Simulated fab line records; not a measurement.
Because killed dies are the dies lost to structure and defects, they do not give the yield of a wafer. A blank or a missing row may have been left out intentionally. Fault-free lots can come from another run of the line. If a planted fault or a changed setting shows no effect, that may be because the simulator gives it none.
Comparing a struck lot with a sound one -- flow n5Finfet -- 24 steps out of a route of 1938
Sound: wafers L253.2, L253.5, L253.6. The struck wafers were L250.1, L250.4, L250.6. The cause comes at the end.
Per side, at each step with rows, come the tool, then ch with its chambers, and then its first start. Under that, the readings that differ: sound wafers -- struck wafers -- difference of the means -- sigmas: that difference in standard deviations of wafers without a fault.
alike: readings with means less than 2 such deviations apart, plus words and numbers identical on both sides. not compared: withheld readings, readings lacking a value on some wafer, bounds such as >300 that could conceal the same value, and numbers that have no deviation in the record and whose values overlap.
A row with sigmas, a row that says differs or no value, or rows on one side alone: a step with any of these is where the two part. When numbers do not overlap yet have no deviation, they are printed without sigmas and do not part them. A reading that every wafer of one side lacks parts them only if that side has two wafers or more.

first, 11 steps without rows for these wafers: N5_BEOL_M15_VIA_ETCH_16 (etches SiO2 in C4F8/O2/Ar, target depth 1792.2 nm); N5_BEOL_M15_STRIP_63 (strips in O2); N5_BEOL_M15_STRIP_64 (strips in O2); N5_BEOL_M15_STRIP_65 (strips in post etch residue remover, time 60 s); N5_BEOL_M15_SRD_66 (time 30 s, dry time 30 s); N5_BEOL_M15_COAT_56 (time 60 s, resist thk 550 nm); N5_BEOL_M15_ETCH_57 (etches SOC in N2/H2, time 750 s); N5_BEOL_M15_COAT_60 (time 60 s, resist thk 89 nm); N5_BEOL_M15_COAT_22 (resist thk 800 nm); N5_BEOL_M15_EBR_24; N5_BEOL_M15_SOFTBAKE_23 (time 60 s).
N5_BEOL_M15_EXPOSE_25: exposes mask M15, target cd 400 nm.
  sound on krfScanner-01 ch 0, day 18 01:53; struck on krfScanner-02 ch 0, day 17 21:26
reading,sound,struck,difference,sigmas
exposureDoseMJCm2,35.43 35.43 35.43,34.65 34.60 34.61,-0.81,-22
  alike: mask
then, 3 steps without rows for these wafers: N5_BEOL_M15_PEB_26 (peb time 90 s); N5_BEOL_M15_DEVELOP_27 (develop time 45 s); N5_BEOL_M15_HARDBAKE_32 (time 120 s).
N5_BEOL_M15_DESCUM_33: chemistry O2, time 7.9 s.
  sound on rieDiel-06 ch 1,2, day 18 02:09; struck on rieDiel-04 ch 1,2,3, day 17 21:44
  alike: drypumpMotorCurrentA, oesProductAu, rfVppV, showerheadPlenumPTorr, throttleValvePct
  not compared: rfHoursCounterH, model.BEOL_M15.cdNm
then, 5 steps without rows for these wafers: N5_BEOL_M15_ETCH_61 (etches BARC in N2/H2, target depth 89 nm, overetch 26.7 nm, time 67.9 s); N5_BEOL_M15_TRENCH_ETCH_34 (etches SiO2 in C4F8/O2/Ar, target depth 872.93 nm, time 199 s); N5_BEOL_M15_STRIP_36 (strips in O2); N5_BEOL_M15_STRIP_62 (strips in O2); N5_BEOL_M15_STRIP_37 (strips in O2).
N5_BEOL_M15_ETCH_38: etches SiCN in CF4/N2, target depth 106.4 nm, time 120.5 s.
  sound: rieDiel-06 ch 0,1,3; struck: rieDiel-04 ch 1,2,3
  alike: drypumpMotorCurrentA, oesProductAu, rfVppV, showerheadPlenumPTorr, throttleValvePct
  not compared: rfHoursCounterH, model.BEOL_M15.cdNm
then, 1 step without rows for these wafers: N5_BEOL_M15_PRECLEAN_39 (cleans in residue remover, time 60 s).
N5_PASSIVATION_PROBE_49:
  sound on prober-02 at day 18 22:20; struck on prober-01 at day 18 16:56
  alike: defectLimitedYield, killed_at_M0_to_M3, killed_at_M4_up, killedAtContacts, killedAtFrontEnd, killedAtOther, killedDies, killedOnRim, killedOpen, killedShort, sort_bin_5_function, sort_bin_6_memory, sortNPass, sortYieldPct

== WHERE THEY PART ==
At N5_BEOL_M15_EXPOSE_25 and nowhere else, as far as this record goes. Later steps at which nothing parts them and some readings are alike: N5_BEOL_M15_DESCUM_33, N5_BEOL_M15_ETCH_38, N5_PASSIVATION_PROBE_49.

WHY: the cause the simulator had injected
Drift in process parameters on krfScanner-02 at N5_BEOL_M15_EXPOSE_25, starting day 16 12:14. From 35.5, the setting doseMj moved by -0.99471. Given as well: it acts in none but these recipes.
